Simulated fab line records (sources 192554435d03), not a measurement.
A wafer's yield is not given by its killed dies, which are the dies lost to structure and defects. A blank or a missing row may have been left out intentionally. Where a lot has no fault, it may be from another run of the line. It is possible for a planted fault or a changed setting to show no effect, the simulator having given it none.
A struck lot beside a sound one ; flow n5-finfet ; 14 out of 1938 route steps
Sound: these wafers, L704.2, L704.5, L704.6. Struck: wafers L701.1, L701.5. At the end, the cause is stated.
For every step that has rows: the tool of each side, followed by ch and its chambers, followed by its first start. Under that, the readings that differ: sound wafers ; struck wafers ; difference of the means ; sigmas: that difference in standard deviations of wafers without a fault.
alike: readings with means less than 2 such deviations apart, plus words and numbers identical on both sides. not compared: withheld readings, readings lacking a value on some wafer, bounds such as >300 that could conceal the same value, and numbers that have no deviation in the record and whose values overlap.
Wherever a step has rows on one side only, a row that says differs or no value, or a row with sigmas, the two part there. Non-overlapping numbers with no deviation appear without sigmas and do not part them. A reading that every wafer of one side lacks parts them only if that side has two wafers or more.

first, 2 steps without rows for these wafers: N5_BEOL_M10_PRECLEAN_42 (cleans in residue remover, time 60 s); N5_BEOL_M10_SRD_43 (time 30 s).
N5_BEOL_M10_CD_MEAS_35 targets a cd of 70 nm.
  sound on cd-sem-01, day 15 02:12; struck on cd-sem-01, day 14 16:13
  alike: cd-nm
then, 1 step without rows for these wafers: N5_BEOL_M10_CURE_72 (cures SiCOH lowk, time 120 s).
N5_BEOL_M10_DEGAS_44: time 60 s.
  sound on pvd-sputter-01, day 15 03:04; struck on pvd-sputter-02, day 14 17:05
  alike: heater-power-w
N5_BEOL_M10_PRE_CLEAN_45: time 30 s.
  sound on pvd-sputter-01, day 15 03:06; struck on pvd-sputter-02, day 14 17:08
  alike: heater-power-w
N5_BEOL_M10_ALD_74: deposits TaN, target thk 2 nm, pulse time 2 s, purge time 3 s.
  sound on ald-metal-03 ch 1,2,3, day 15 03:10; struck on ald-metal-03 ch 0,1, day 14 17:12
  alike: heater-power-w, precursor-vessel-temp-c
then, 2 steps without rows for these wafers: N5_BEOL_M10_SURFACE_TREAT_76; N5_BEOL_M10_CVD_75 (deposits Co from CCTBA/H2, target thk 2 nm, time 138.9 s).
N5_BEOL_M10_SPUTTER_48: material Cu, target thk 12 nm, time 2 s.
  sound on pvd-sputter-01, day 15 04:02; struck on pvd-sputter-01, day 14 17:59
  alike: throttle-valve-pct
then, 1 step without rows for these wafers: N5_BEOL_M10_ECD_50 (material Cu, target thk 318 nm).
N5_BEOL_M10_ANNEAL_51: time 90 s.
  sound on rtp-anneal-01 ch 0, day 15 04:19; struck on rtp-anneal-02 ch 0, day 14 18:44
  alike: wafer_temp_C_max
N5_BEOL_M10_CMP_52: polishes, stops on SiCOH lowk, t overpolish 7 s, target thk 140 nm.
  sound on cmp-04 ch 2,3, day 15 04:34; struck on cmp-03 ch 1,3, day 14 19:07
reading;sound;struck;difference;sigmas
barrier-field-endpoint-s (s);29.8 28.7 29.7;16.3 16.9;-12.8;-19
time-to-endpoint-s (s);71.1 67.5 70.1;37.0 38.0;-32.1;-12
  alike: clearing-platen-down-force-psi, motor-current-A, overpolish-run-s, slurry-filter-dp-kPa
after that, 1 step had no rows for these wafers: N5_PASSIVATION_PROBE_49.

== WHERE THEY PART ==
Within this record, at N5_BEOL_M10_CMP_52 only.

WHY: whatever the simulator had introduced
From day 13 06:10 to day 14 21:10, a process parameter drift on cmp-03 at N5_BEOL_M10_CMP_52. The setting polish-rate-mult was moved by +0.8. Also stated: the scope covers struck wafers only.
